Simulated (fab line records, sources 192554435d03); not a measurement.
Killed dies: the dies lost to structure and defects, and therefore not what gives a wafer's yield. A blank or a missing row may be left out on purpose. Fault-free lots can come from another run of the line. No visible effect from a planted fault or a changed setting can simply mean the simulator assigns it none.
Matching of chambers | flow n5-finfet | 4 sister chambers for N5_HKMG_FIN_ETCH_54 on rie-diel-06
The step etches SiARC in CF4, target depth 45.5 nm, time 75.8 s. 8 wafers are shown with their chamber, then 7 later ones without.

WAFERS, EACH WITH ITS CHAMBER
wafer  | chamber | drypump-motor-current-A (A) | throttle-valve-pct (%)
L079.4 | 3       | 6.7                         | 15.95
L079.6 | 1       | 4.9                         | 15.56
L080.2 | 3       | 6.7                         | 15.95
L080.5 | 2       | 5.4                         | 15.83
L085.2 | 2       | 5.3                         | 15.85
L085.5 | 0       | 5.2                         | 15.58
L093.1 | 0       | 5.2                         | 15.61
L093.3 | 1       | 4.9                         | 15.62

WAFERS WITH NO CHAMBER GIVEN
wafer  | drypump-motor-current-A (A) | throttle-valve-pct (%)
L093.5 | 6.7                         | 15.50
L095.2 | 6.7                         | 15.51
L095.3 | 5.4                         | 15.90
L095.5 | 6.7                         | 15.51
L096.2 | 5.2                         | 15.62
L096.4 | 6.7                         | 15.53
L096.6 | 5.4                         | 15.88

CHAMBER TAKEN BY EACH
wafer  | from the rows above | in truth
L093.5 | 3                   | 3
L095.2 | 3                   | 3
L095.3 | 2                   | 2
L095.5 | 3                   | 3
L096.2 | 0                   | 0
L096.4 | 3                   | 3
L096.6 | 2                   | 2
Correctly placed: 7 of 7. Left unplaced by these rows: 0. Placed wrongly: 0.
How it was worked out, from the rows above alone: a wafer's distance from a chamber is the root of the sum, over the readings, of the square of ((its reading less the chamber's mean) divided by the reading's scatter). The wafer belongs to the nearest chamber; if the next one is less than 2 further off, it can't be placed. A chamber's mean is the mean of its shown wafers. How the scatter is found: for the shown wafers, subtract from each reading the mean of its chamber, square and add these, divide the total by (wafers less chambers), then take the root.
